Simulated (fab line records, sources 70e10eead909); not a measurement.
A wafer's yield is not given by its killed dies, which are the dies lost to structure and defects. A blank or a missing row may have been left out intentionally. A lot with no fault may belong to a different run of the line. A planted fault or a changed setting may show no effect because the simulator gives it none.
Matching of chambers || flow nand harc || rie diel-07 running NHARC_A_CONTACT_ETCH_49: 4 sister chambers
The step etches the open film in N2/H2, target depth 260 nm, time 475.3 s. 19 wafers are shown with their chamber, then 9 later ones without.

== WAFERS, EACH WITH ITS CHAMBER ==
{"wafer": "L197.2", "chamber": 1, "drypump motor current A (A)": 5.5, "showerhead plenum p Torr (Torr)": 2.16, "run length s (s)": 497.0}
{"wafer": "L197.3", "chamber": 3, "drypump motor current A (A)": 5.6, "showerhead plenum p Torr (Torr)": 2.17, "run length s (s)": 496.8}
{"wafer": "L197.6", "chamber": 3, "drypump motor current A (A)": 5.6, "showerhead plenum p Torr (Torr)": 2.17, "run length s (s)": 497.0}
{"wafer": "L198.2", "chamber": 1, "drypump motor current A (A)": 5.5, "showerhead plenum p Torr (Torr)": 2.16, "run length s (s)": 497.1}
{"wafer": "L198.3", "chamber": 2, "drypump motor current A (A)": 5.5, "showerhead plenum p Torr (Torr)": 2.09, "run length s (s)": 496.6}
{"wafer": "L198.5", "chamber": 3, "drypump motor current A (A)": 5.6, "showerhead plenum p Torr (Torr)": 2.17, "run length s (s)": 497.1}
{"wafer": "L201.2", "chamber": 2, "drypump motor current A (A)": 5.4, "showerhead plenum p Torr (Torr)": 2.09, "run length s (s)": 496.5}
{"wafer": "L201.5", "chamber": 3, "drypump motor current A (A)": 5.6, "showerhead plenum p Torr (Torr)": 2.17, "run length s (s)": 496.8}
{"wafer": "L201.6", "chamber": 2, "drypump motor current A (A)": 5.4, "showerhead plenum p Torr (Torr)": 2.09, "run length s (s)": 496.1}
{"wafer": "L199.2", "chamber": 3, "drypump motor current A (A)": 5.6, "showerhead plenum p Torr (Torr)": 2.17, "run length s (s)": 496.9}
{"wafer": "L199.3", "chamber": 0, "drypump motor current A (A)": 5.1, "showerhead plenum p Torr (Torr)": 2.08, "run length s (s)": 496.7}
{"wafer": "L199.5", "chamber": 2, "drypump motor current A (A)": 5.4, "showerhead plenum p Torr (Torr)": 2.09, "run length s (s)": 496.4}
{"wafer": "L200.3", "chamber": 0, "drypump motor current A (A)": 5.1, "showerhead plenum p Torr (Torr)": 2.08, "run length s (s)": 496.4}
{"wafer": "L200.4", "chamber": 2, "drypump motor current A (A)": 5.4, "showerhead plenum p Torr (Torr)": 2.09, "run length s (s)": 496.6}
{"wafer": "L200.5", "chamber": 0, "drypump motor current A (A)": 5.1, "showerhead plenum p Torr (Torr)": 2.08, "run length s (s)": 496.5}
{"wafer": "L204.1", "chamber": 3, "drypump motor current A (A)": 5.6, "showerhead plenum p Torr (Torr)": 2.16, "run length s (s)": 496.7}
{"wafer": "L204.2", "chamber": 1, "drypump motor current A (A)": 5.5, "showerhead plenum p Torr (Torr)": 2.16, "run length s (s)": 497.5}
{"wafer": "L204.3", "chamber": 2, "drypump motor current A (A)": 5.4, "showerhead plenum p Torr (Torr)": 2.08, "run length s (s)": 496.3}
{"wafer": "L206.2", "chamber": 3, "drypump motor current A (A)": 5.6, "showerhead plenum p Torr (Torr)": 2.16, "run length s (s)": 497.4}

SIGNATURES (averages over the wafers above)
{"reading": "drypump motor current A", "chamber 0": 5.100, "chamber 1": 5.500, "chamber 2": 5.417, "chamber 3": 5.600, "scatter within a chamber": 0.0236}
{"reading": "showerhead plenum p Torr", "chamber 0": 2.0800, "chamber 1": 2.1600, "chamber 2": 2.0883, "chamber 3": 2.1671, "scatter within a chamber": 0.00388}
{"reading": "run length s", "chamber 0": 496.533, "chamber 1": 497.200, "chamber 2": 496.417, "chamber 3": 496.957, "scatter within a chamber": 0.218}
Rule: a wafer's distance from a chamber is the root of the sum, over the readings, of the square of ((its reading less the chamber's mean) divided by the reading's scatter). If the next closest chamber is less than 2 further off than the closest, the wafer can't be placed; otherwise it belongs to the closest. How the scatter is found: for the shown wafers, subtract from each reading the mean of its chamber, square and add these, divide the total by (wafers less chambers), then take the root.

== WAFERS MISSING THEIR CHAMBER ==
{"wafer": "L206.3", "drypump motor current A (A)": 5.5, "showerhead plenum p Torr (Torr)": 2.16, "run length s (s)": 497.3}
{"wafer": "L206.4", "drypump motor current A (A)": 5.1, "showerhead plenum p Torr (Torr)": 2.08, "run length s (s)": 496.3}
{"wafer": "L205.3", "drypump motor current A (A)": 5.1, "showerhead plenum p Torr (Torr)": 2.08, "run length s (s)": 496.8}
{"wafer": "L205.4", "drypump motor current A (A)": 5.5, "showerhead plenum p Torr (Torr)": 2.16, "run length s (s)": 496.9}
{"wafer": "L205.5", "drypump motor current A (A)": 5.5, "showerhead plenum p Torr (Torr)": 2.08, "run length s (s)": 496.7}
{"wafer": "L207.1", "drypump motor current A (A)": 5.1, "showerhead plenum p Torr (Torr)": 2.08, "run length s (s)": 496.5}
{"wafer": "L207.3", "drypump motor current A (A)": 5.5, "showerhead plenum p Torr (Torr)": 2.16, "run length s (s)": 497.0}
{"wafer": "L207.4", "drypump motor current A (A)": 5.6, "showerhead plenum p Torr (Torr)": 2.16, "run length s (s)": 496.9}
{"wafer": "L214.5", "drypump motor current A (A)": 5.5, "showerhead plenum p Torr (Torr)": 2.16, "run length s (s)": 496.9}

== WHICH CHAMBER EACH ONE RAN IN ==
{"wafer": "L206.3", "from the rows above": 1, "in truth": 1}
{"wafer": "L206.4", "from the rows above": 0, "in truth": 0}
{"wafer": "L205.3", "from the rows above": 0, "in truth": 0}
{"wafer": "L205.4", "from the rows above": 1, "in truth": 1}
{"wafer": "L205.5", "from the rows above": 2, "in truth": 2}
{"wafer": "L207.1", "from the rows above": 0, "in truth": 0}
{"wafer": "L207.3", "from the rows above": 1, "in truth": 1}
{"wafer": "L207.4", "from the rows above": 3, "in truth": 3}
{"wafer": "L214.5", "from the rows above": 1, "in truth": 1}
Correctly placed: 9 of 9. Can't be placed from these rows: 0. Placed wrongly: 0.
